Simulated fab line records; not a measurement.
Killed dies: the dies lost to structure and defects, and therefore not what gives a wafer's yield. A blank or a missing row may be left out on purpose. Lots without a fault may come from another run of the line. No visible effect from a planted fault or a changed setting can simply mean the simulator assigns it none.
Code-filled problem report in 8D (eight disciplines) form -- flow n5Finfet -- the parts of the form that need people (team, actions taken, sign-off) are left out

## 1. WHAT WENT WRONG
At N5_BEOL_M4_INSPECT_13, rawDefectCount averages 1228 over 6 wafers from 2 lots, while fault-free wafers read 426, standard deviation 110. That puts it +7.3 standard deviations away from the usual mean.
The step: inspects for defects (brightfield).
First seen on wafer L283.1, day 9 20:29, on defectInspect-02. The record holds 18 wafers of 6 lots with a number at this step. The rule behind "out" and "out of limits": a value lying over 4 standard deviations away from the usual mean. Any other wafer with a number is counted as sound.

## 2. WHAT THIS IS AND IS NOT
question,is,is not
which readings at this step,rawDefectCount,-
which lots,"L283, L287","L277, L281, L288, L298"
which wafers of those lots,all that have a number,-
read on which gauges,defectInspect-02,defectInspect-01
when,from day 9 20:29,"up to then (6 sound wafers); but 6 sound wafers of L288, L298 came after"

## 3. WHAT RULES OUT EACH SUSPECT
Counting: a tool at any process step up to the reading remains a suspect when it ran all the lots that are out and ran no sound lot after the first of those.
- the gauge at N5_BEOL_M4_INSPECT_13 is ruled out. All the wafers that are out were read on defectInspect-02, but those of them that N5_PASSIVATION_PROBE_49 has rows for are out there too, on other tools.
- pecvd-02 at N5_BEOL_M4_ILD_DEP_00 (deposits SiOC from DEMS/O2, target thk 79 nm, time 15.3 s): kept. Every lot that is out went through it, starting with L283 (day 9 19:34), and after that it ran no sound lot; the last sound lot it ran before then is L281 (day 8 20:02).
- pecvd-03 at N5_BEOL_M4_PECVD_72 (deposits SiO2 from TEOS/O2, target thk 16 nm, time 18 s): kept. Every lot that is out went through it, starting with L283 (day 9 19:40), and after that it ran no sound lot; the last sound lot it ran before then is L281 (day 8 20:08).
What counting leaves: pecvd-02 at N5_BEOL_M4_ILD_DEP_00 and pecvd-03 at N5_BEOL_M4_PECVD_72.

## 4. THE CAUSE (what the simulator had put in)
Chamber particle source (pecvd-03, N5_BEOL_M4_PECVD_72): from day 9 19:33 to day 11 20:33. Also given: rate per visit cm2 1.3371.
Of the 2 suspects that counting leaves, this tool is one.

## 5. THE EFFECT CHAIN, in route order
Rows list readings where the struck wafers' mean (over those with a number) sits beyond 3 standard deviations from the usual. Readings are gone through only where the record gives a usual standard deviation; hours: the median, over the lots, of the time from a lot's start at the first step in this table giving one to that lot's start at this step; sigmas: the change measured in usual standard deviations.
hours,step,reading,usual,on struck wafers,change,sigmas
0,N5_BEOL_M4_INSPECT_13,rawDefectCount,426,1228,+802,+7.3
121,N5_PASSIVATION_PROBE_49,defectLimitedYield,91.5 %,81.4,-10.1,-6.0
121,N5_PASSIVATION_PROBE_49,killed_at_M4_up,13,139,+126,+24
121,N5_PASSIVATION_PROBE_49,killedDies,101,220,+118,+5.9
121,N5_PASSIVATION_PROBE_49,sort_bin_5_function,5.0 %,11.7,+6.7,+6.0
121,N5_PASSIVATION_PROBE_49,sortNPass,1078,960,-118,-5.9
121,N5_PASSIVATION_PROBE_49,sortYieldPct,91.4 %,81.4,-10.0,-5.9
Its process steps:
- N5_PASSIVATION_PROBE_49
At these later measuring or inspecting steps, every struck wafer for which the step has a row has a number for every such reading, and none has moved that far: N5_BEOL_M4_RC_MEAS_101.

## 6. HOW IT WOULD HAVE BEEN CAUGHT EARLIER
In this record the first reading out of limits at a measuring or inspecting step was taken at day 9 20:29, 1 hour after the fault began at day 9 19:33.
Tool readings at N5_BEOL_M4_PECVD_72 with a usual standard deviation given in the record: none out on any struck wafer, hence no alarm at a limit of 4 standard deviations on them.
Lots out: 2; of these, L287 started N5_BEOL_M4_PECVD_72 on pecvd-03 after day 9 20:29. Had the tool been put on hold then, it would have been spared.
